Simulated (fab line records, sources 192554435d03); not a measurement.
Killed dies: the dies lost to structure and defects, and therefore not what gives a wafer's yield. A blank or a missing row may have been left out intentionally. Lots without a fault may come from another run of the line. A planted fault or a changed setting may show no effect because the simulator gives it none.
Split-lot experiment -- flow n5_finfet -- 21 wafers read across 7 lots, on a route 1938 steps long

== THE SPLIT ==
At N5_BEOL_M1_COAT_62 (time 60 s, resist thk 12 nm), the setting spin_rpm was moved away from the recipe's 1500 rpm on 8 of the 21 wafers read, by -8.4% to +10.5%. This setting was run at the recipe's value on the other wafers.

== FROM THE SPLIT TO THE READING: what the file shows between them, 5 steps ==
- N5_BEOL_M1_COAT_73: time 60 s, resist thk 5 nm
- N5_BEOL_M1_COAT_05: resist thk 30 nm
- N5_BEOL_M1_DESCUM_16: chemistry O2, time 7 s
- N5_BEOL_M1_ETCH_74: etches underlayer in N2/H2, target depth 6.5 nm, time 5.2 s
- N5_BEOL_M1_ETCH_63: etches SiARC in CF4, target depth 15.6 nm, time 26 s

== THE READING ==
SiARC_of_BEOL_M1_COAT_62.thk_nm (the simulator's own value, which no gauge read), in nm, at N5_BEOL_M1_ETCH_64 (etches SOC in N2/H2, target depth 75 nm, overetch 15 nm, time 112.5 s). There is no usual value for it anywhere in the file. Here, 13 wafers ran the recipe; their average is 6.8 nm with a standard deviation of 0.21 nm.

wafer,"tool, chamber at the split","spin_rpm as run, rpm",against the recipe,"SiARC_of_BEOL_M1_COAT_62.thk_nm, nm",against lot-mates on the recipe
L075.1,"litho_track-05, 0",1500,recipe,7,-
L075.5,"litho_track-05, 0",1500,recipe,7,-
L075.2,"litho_track-05, 0",1500,recipe,6.8,-
L080.1,"litho_track-05, 0",1580,+5.3%,6.4,-0.2
L080.6,"litho_track-05, 0",1580,+5.3%,6.4,-0.2
L080.5,"litho_track-05, 0",1500,recipe,6.6,-
L082.1,"litho_track-01, 0",1546,+3.1%,6.6,-0.4
L082.3,"litho_track-01, 0",1546,+3.1%,6.8,-0.2
L082.4,"litho_track-01, 0",1500,recipe,7,-
L084.1,"litho_track-01, 0",1500,recipe,6.6,-
L084.2,"litho_track-01, 0",1500,recipe,6.8,-
L084.4,"litho_track-01, 0",1500,recipe,6.8,-
L085.1,"litho_track-05, 0",1374,-8.4%,7,+0.6
L085.5,"litho_track-05, 0",1374,-8.4%,7.2,+0.8
L085.6,"litho_track-05, 0",1500,recipe,6.4,-
L089.3,"litho_track-05, 0",1500,recipe,6.8,-
L089.4,"litho_track-05, 0",1657,+10.5%,6,-0.6
L089.6,"litho_track-05, 0",1500,recipe,6.4,-
L094.1,"litho_track-04, 0",1647,+9.8%,6.2,-0.7
L094.4,"litho_track-04, 0",1500,recipe,6.8,-
L094.6,"litho_track-04, 0",1500,recipe,7,-

FIT RESULTS
A straight line over all 21 wafers: SiARC_of_BEOL_M1_COAT_62.thk_nm changes by -0.0547 nm for each +1% of spin_rpm; r = -0.80; the points scatter about the line by 0.19 nm.
The same after taking each lot's own level away (the mean of its wafers on the recipe; 21 wafers): -0.0695 nm for each +1%; r = -0.93; scatter 0.13 nm.
The reading moves by 0.73 nm for the largest change in spin_rpm, on that fit.
From 6.40 to 7.00 nm: that is the span of the lots' own levels, equal to 2.9 times the standard deviation above.
So the lot-to-lot level blurs the effect unless lot-mates are compared.
Check: -0.742 nm against its lot-mates is what the line predicts for one of the wafers moved furthest among these (+10.5%) when that wafer is left out of the fit. Against them it came out at -0.6 nm.

== OTHER SPLITS ON THESE WAFERS ==
Other splits were also applied to these wafers ahead of the reading. Each is held against what the fit with the lots' levels taken away leaves over:
other split on the same wafers,wafers away from the commonest value,r with SiARC_of_BEOL_M1_COAT_62.thk_nm (lot level and that fit taken away)
N5_MOL_CONTACT_COAG_ETCH_105 bias_w,6,+0.17
N5_MOL_CONTACT_COAG_ETCH_91 source_w,11,+0.11
N5_BEOL_M0_SAQP_COAT_69 spin_rpm,9,-0.17
N5_BEOL_M0_SAQP_COAT_72 spin_rpm,8,-0.12
N5_BEOL_M0_CUTY_ETCH_63 time_s,8,-0.03

== THE WHOLE CHAIN: every reading that the file lists as answering this split, in the file's order ==
step,what it does,reading,change (the file's fit),r (the file's)
N5_BEOL_M1_COAT_62,"time 60 s, resist thk 12 nm","SiARC_of_BEOL_M1_COAT_62.thk_nm (the simulator's own value, which no gauge read)",-0.0582 nm for each +1% of the setting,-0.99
N5_BEOL_M1_ETCH_63,"etches SiARC in CF4, target depth 15.6 nm, time 26 s","etch.depth_nm (the simulator's own value, which no gauge read)",-0.0581 nm for each +1% of the setting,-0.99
N5_BEOL_M1_ETCH_63,"etches SiARC in CF4, target depth 15.6 nm, time 26 s","CAR-EUV_of_BEOL_M1_COAT_05.thk_nm (the simulator's own value, which no gauge read)",+0.0486 nm for each +1% of the setting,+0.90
N5_BEOL_M1_ETCH_64,"etches SOC in N2/H2, target depth 75 nm, overetch 15 nm, time 112.5 s","SiARC_of_BEOL_M1_COAT_62.thk_nm (the simulator's own value, which no gauge read)",-0.0669 nm for each +1% of the setting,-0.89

== FILE'S OWN FIT ==
SiARC_of_BEOL_M1_COAT_62.thk_nm changes by -0.0669 nm for each +1% of spin_rpm, r = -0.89.
